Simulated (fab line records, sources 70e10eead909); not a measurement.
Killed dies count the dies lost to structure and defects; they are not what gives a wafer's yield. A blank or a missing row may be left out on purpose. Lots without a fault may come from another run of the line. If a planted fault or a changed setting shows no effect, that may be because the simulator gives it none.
Which tool is to blame? -- flow nand_harc -- 13 lots with 39 wafers sampled at 6 steps, on a route of 1302 steps

WHAT EACH GAUGE READ, for each wafer
NHARC_A_ZERO_WELL_CD_MEAS_10: the cd target is 2000 nm. Usual: 1999.9 nm for cd_nm, sd 1.8.
lot,measured,on,cd_nm (nm),flag
L670,day 6 14:25,cd_sem-01,1999.5 2000.2 1997.4,
L672,day 7 07:43,cd_sem-03,2001.6 2001.0 1998.0,
L671,day 7 08:32,cd_sem-02,2001.4 1998.3 1997.3,
L673,day 7 20:49,cd_sem-01,2002.0 2001.8 2001.0,
L674,day 8 09:10,cd_sem-01,2000.4 1997.2 1997.2,
L675,day 8 14:15,cd_sem-01,1998.6 2000.5 2001.8,
L676,day 9 01:00,cd_sem-03,1998.7 1999.3 2000.8,
L679,day 10 12:25,cd_sem-02,2000.1 1998.2 2000.4,
L680,day 10 23:18,cd_sem-03,2000.5 2000.2 1998.0,
L682,day 11 17:54,cd_sem-03,1998.4 2000.4 2001.9,
L687,day 14 02:51,cd_sem-03,2002.3 2000.6 1998.9,
L690,day 15 00:48,cd_sem-02,1999.3 1997.7 2001.5,
L691,day 15 12:33,cd_sem-03,1997.9 1998.0 1997.4,

NHARC_A_ONON_D1_THK_MEAS_18: measures by ellipsometry. Usual: 1001 nm for thk_nm, sd 8.9.
lot,measured,on,thk_nm (nm),flag
L670,day 7 22:34,film_metro-02,991 990 989,
L672,day 8 15:56,film_metro-02,1002 1001 1000,
L671,day 8 15:56,film_metro-01,1014 1014 1013,
L673,day 9 08:47,film_metro-01,1002 1000 1001,
L674,day 9 17:19,film_metro-02,1016 1018 1018,
L675,day 10 00:17,film_metro-02,1000 1000 998,
L676,day 10 10:35,film_metro-02,994 992 992,
L679,day 11 20:29,film_metro-01,990 990 992,
L680,day 12 08:27,film_metro-02,1018 1018 1019,
L682,day 13 00:44,film_metro-01,992 993 992,
L687,day 15 14:36,film_metro-01,1603 1603 1604,OFF
L690,day 16 07:09,film_metro-02,1608 1608 1608,OFF
L691,day 16 20:07,film_metro-01,1002 1002 1003,

NHARC_A_ONON_D1_INSPECT_32. Usual: 73 for raw_defect_count, sd 25.
lot,measured,on,raw_defect_count,flag
L670,day 8 01:23,defect_inspect-01,100 76 62,
L672,day 8 18:44,defect_inspect-02,76 74 64,
L671,day 8 18:44,defect_inspect-02,45 77 68,
L673,day 9 11:35,defect_inspect-02,47 40 72,
L674,day 9 20:07,defect_inspect-02,98 56 56,
L675,day 10 03:11,defect_inspect-02,101 65 81,
L676,day 10 13:25,defect_inspect-01,84 57 71,
L679,day 11 23:18,defect_inspect-02,60 96 126,
L680,day 12 11:16,defect_inspect-01,44 35 49,
L682,day 13 03:32,defect_inspect-02,50 69 77,
L687,day 15 17:25,defect_inspect-01,85 66 40,
L690,day 16 10:08,defect_inspect-01,93 65 63,
L691,day 16 22:55,defect_inspect-02,78 94 76,

NHARC_END_SORT_01. Usual: killed_at_array 55, standard deviation 15; killed_at_other 1.0, standard deviation 1.2; killed_at_periphery 3.4, standard deviation 2.2; killed_dies 59, standard deviation 15; killed_open 3.2, standard deviation 2; killed_short 2.5, standard deviation 1.7.
lot,measured,on,killed_at_array,killed_at_other,killed_at_periphery,killed_dies,killed_open,killed_short,flag
L672,day 24 20:31,prober-02,47 47 51,3 0 3,1 1 2,51 48 56,2 2 1,4 0 1,
L680,day 29 05:34,prober-01,36 34 30,0 0 0,6 4 4,42 38 34,2 1 0,6 1 1,
L687,day 30 23:55,prober-01,670 668 669,0 0 0,7 9 8,677 677 677,2 3 4,1 4 3,OFF
L690,day 32 02:10,prober-02,671 674 675,2 1 0,4 2 2,677 677 677,7 2 5,2 4 1,OFF

WHAT TOOL EACH LOT RAN ON (gives the tool, then ch and the chambers of the sampled wafers, and finally the start)
lot,NHARC_A_ONON_D1_DEP_16,NHARC_A_CHANNEL_HOLE_D1_DEP_01
L670,"pecvd_onon-04 ch 0, day 7 22:03","pecvd-04 ch 1,2, day 8 06:14"
L672,"pecvd_onon-02 ch 0, day 8 15:26","pecvd-02 ch 0,1, day 8 22:22"
L671,"pecvd_onon-04 ch 0, day 8 15:26","pecvd-02 ch 1,2, day 9 00:14"
L673,"pecvd_onon-03 ch 0, day 9 08:17","pecvd-03 ch 0,1, day 9 13:34"
L674,"pecvd_onon-03 ch 0, day 9 16:51","pecvd-03 ch 0,1,2, day 9 22:08"
L675,"pecvd_onon-04 ch 0, day 9 23:47","pecvd-03 ch 0,2, day 10 06:52"
L676,"pecvd_onon-02 ch 0, day 10 10:08","pecvd-03 ch 0,1,2, day 10 15:36"
L679,"pecvd_onon-04 ch 0, day 11 20:02","pecvd-03 ch 0,2, day 12 01:19"
L680,"pecvd_onon-04 ch 0, day 12 07:56","pecvd-02 ch 0,1,2, day 12 17:07"
L682,"pecvd_onon-02 ch 0, day 13 00:13","pecvd-02 ch 0,1,2, day 13 05:31"
L687,"pecvd_onon-04 ch 0, day 15 14:09",-
L690,"pecvd_onon-04 ch 0, day 16 06:38",-
L691,"pecvd_onon-03 ch 0, day 16 19:40","pecvd-02 ch 0,1,2, day 17 02:50"
- NHARC_A_ONON_D1_DEP_16: target thk 1000 nm.
- NHARC_A_CHANNEL_HOLE_D1_DEP_01: deposits SiON, target thk 140 nm.

WHAT THE TOOLS THEMSELVES READ (means of the sampled wafers that have a number; where no wafer has one, the mark that the record gives instead)
NHARC_A_CHANNEL_HOLE_D1_DEP_01. Usual: chamber_pressure_Torr 3.501 Torr, standard deviation 0.0068; heater_power_w 738 W, standard deviation 89; rf_fwd_power_W 348.6 W, standard deviation 1.1.
lot,tool,chamber_pressure_Torr (Torr),heater_power_w (W),rf_fwd_power_W (W),flag
L670,pecvd-04,3.497,710,348.7,
L672,pecvd-02,3.509,698,347.3,
L671,pecvd-02,3.497,719,349.1,
L673,pecvd-03,3.502,723,349.0,
L674,pecvd-03,3.513,761,349.1,
L675,pecvd-03,3.504,697,348.5,
L676,pecvd-03,3.503,767,348.5,
L679,pecvd-03,3.503,755,349.3,
L680,pecvd-02,3.498,714,348.3,
L682,pecvd-02,3.499,658,348.5,
L691,pecvd-02,3.501,746,349.6,

THE ANSWER, worked out from the rows above alone
Rule: take the mean of a lot's wafers that have a number; if it is more than 3 standard deviations from the usual mean, the lot is off. Also off: a lot with no number at a reading for which 4 or more lots have one. The other lots that the step has rows for count as sound. After the gauges, taken in route order, come the tools' own readings; for these a lot's mean is taken, as printed above. The first step at which some lot is off is used, and at that step the reading that is off furthest; a lot without a number counts as furthest.
Off: L687, L690, at NHARC_A_ONON_D1_THK_MEAS_18 (thk_nm).
A tool fits if, at a process step before that reading, it ran every lot that is off, and no sound lot after the first of them. The gauges at NHARC_A_ONON_D1_THK_MEAS_18 aren't tried: what is off there is off at NHARC_END_SORT_01 too, on other tools, and a gauge's error can't cause that. One candidate fits, namely pecvd_onon-04 at NHARC_A_ONON_D1_DEP_16. A fault onset in the window from L680 (day 12 07:56, its last sound lot) to L687 (day 15 14:09, its first lot off) fits.

WHAT HAD BEEN PUT IN BY THE SIMULATOR
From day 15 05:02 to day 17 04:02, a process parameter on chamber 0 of pecvd_onon-04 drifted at NHARC_A_ONON_D1_DEP_16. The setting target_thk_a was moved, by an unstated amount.
Shown lots that were struck: L687, L690. The rule above reached the same finding.
